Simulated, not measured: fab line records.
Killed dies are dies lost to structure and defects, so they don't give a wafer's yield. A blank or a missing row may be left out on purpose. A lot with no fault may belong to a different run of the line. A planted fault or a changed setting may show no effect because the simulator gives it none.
A lot that was struck, set against a sound lot + flow n5_finfet + 16 out of 1938 route steps
Sound: these wafers, L880.3, L880.4, L880.6. Struck: wafers L895.3, L895.4, L895.5. At the end, the cause is stated.
At each step with rows: each side's tool, then ch and its chambers, then its first start. Under that, the readings that differ: sound wafers + struck wafers + difference of the means + sigmas: that difference in standard deviations of wafers without a fault.
alike: same words and numbers on both sides, and readings whose means sit less than 2 such deviations apart. not compared: any withheld reading, any reading some wafer has no value for, any bound like >300 that may hide the same value, and any number with overlapping values for which the record gives no deviation.
The two part at a step that has a row with sigmas, a row that says differs or no value, or rows on one side only. Numbers that don't overlap but have no deviation are shown without sigmas and don't part them. A reading missing from all wafers of one side parts the sides only when that side holds two or more wafers.

first, 2 steps without rows for these wafers: N5_HKMG_FIN_WET_ETCH_18 (etches TiN in SC1, time 55 s, target depth 5.2 nm, rinse time 30 s); N5_HKMG_FIN_STRIP_19 (strips in N2/H2, time 360 s).
N5_HKMG_FIN_ALD_91: deposits TiN, target thk 1 nm, pulse time 1 s, purge time 3 s.
  sound on ald_metal-04 ch 1,2,3, day 4 07:29; struck on ald_metal-04 ch 0,2, day 8 09:34
  alike: heater_power_w, precursor_pulse_height_rel, susceptor_temp_C
  not compared: since_wet_clean_h
then, 2 steps without rows for these wafers: N5_HKMG_FIN_COAT_85 (time 60 s, resist thk 300 nm); N5_HKMG_FIN_ETCH_86 (etches SOC in N2/H2, stops on TiN, target depth 393.2 nm).
N5_HKMG_FIN_STRIP_89: strips SOC in N2/H2, time 20 s.
  sound on rie_diel-01 ch 0,1, day 4 08:05; struck on rie_diel-02 ch 2,3, day 8 09:58
  alike: drypump_motor_current_A, oes_product_au, power_w, rf_vpp_V, showerhead_plenum_p_Torr, throttle_valve_pct
  not compared: rf_hours_counter_h
then, 1 step without rows for these wafers: N5_HKMG_FIN_WET_ETCH_87 (etches TiN in SC1, time 154.2 s, target depth 4.7 nm, rinse time 30 s).
N5_HKMG_FIN_STRIP_88: strips in N2/H2, time 360 s.
  sound on plasma_asher-01 ch 0,1, day 4 08:24; struck on plasma_asher-01 ch 0,1, day 8 10:16
  alike: drypump_motor_current_A, heater_power_w
  not compared: rf_hours_counter_h
N5_HKMG_FIN_NWFM_ALD_20: deposits TiAlC, target thk 2 nm, pulse time 3 s, purge time 2 s.
  sound on ald_metal-04 ch 1,2,3, day 4 08:40; struck on ald_metal-01 ch 1,3, day 8 10:32
  alike: heater_power_w, precursor_pulse_height_rel, susceptor_temp_C
  not compared: since_wet_clean_h
then, 2 steps without rows for these wafers: N5_HKMG_FIN_ALD_71 (deposits TiN, target thk 1 nm, pulse time 1 s, purge time 3 s); N5_HKMG_FIN_COAT_66 (time 60 s, resist thk 300 nm).
N5_HKMG_FIN_ETCH_67: etches SOC in N2/H2, stops on TiN, target depth 388.9 nm.
  sound on rie_diel-01 ch 2,3, day 4 09:06; struck on rie_diel-05 ch 0,3, day 8 11:11
  alike: drypump_motor_current_A, oes_product_au, rf_vpp_V, showerhead_plenum_p_Torr, throttle_valve_pct
  not compared: rf_hours_counter_h
N5_HKMG_FIN_STRIP_90: strips SOC in N2/H2, time 20 s.
  sound on rie_diel-01 ch 2,3, day 4 09:10; struck on rie_diel-05 ch 0,3, day 8 11:14
| reading     | sound             | struck            | difference | sigmas |
|-------------|-------------------|-------------------|------------|--------|
| power_w (W) | 500.7 500.1 498.6 | 584.0 585.3 584.5 | +84.8      | +57    |
  alike: drypump_motor_current_A, oes_product_au, rf_vpp_V, showerhead_plenum_p_Torr, throttle_valve_pct
  not compared: rf_hours_counter_h
then, 1 step without rows for these wafers: N5_HKMG_FIN_WET_ETCH_73 (etches the open film in SC1, time 42.3 s, target depth 1.3 nm, rinse time 30 s).
-- the record jumps here: 4 days lie between the struck wafers' starts before and after (it left off in module HKMG_FIN and takes up again in module BEOL_M4, whose first step shown is number 1111 of the route) --
N5_BEOL_M4_RC_MEAS_101:
  sound on prober-02 ch 0, day 7 21:17; struck on prober-01 ch 0, day 12 15:34
| reading       | sound          | struck         | difference | sigmas |
|---------------|----------------|----------------|------------|--------|
| SS_P (mV/dec) | 72.1 73.7 73.0 | 73.7 74.8 74.4 | +1.4       | +2     |
  alike: DIBL_N, DIBL_P, IOFF_N, IOFF_P, ION_N, ION_P, SS_N, VT_N, VT_P
next, for these wafers, 1 step has no rows: N5_PASSIVATION_PROBE_49.

== WHERE THEY PART ==
Earliest at N5_HKMG_FIN_STRIP_90; latest, in this record, at N5_BEOL_M4_RC_MEAS_101.

WHY: whatever the simulator had introduced
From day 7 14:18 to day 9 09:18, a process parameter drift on rie_diel-05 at N5_HKMG_FIN_STRIP_90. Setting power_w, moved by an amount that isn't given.
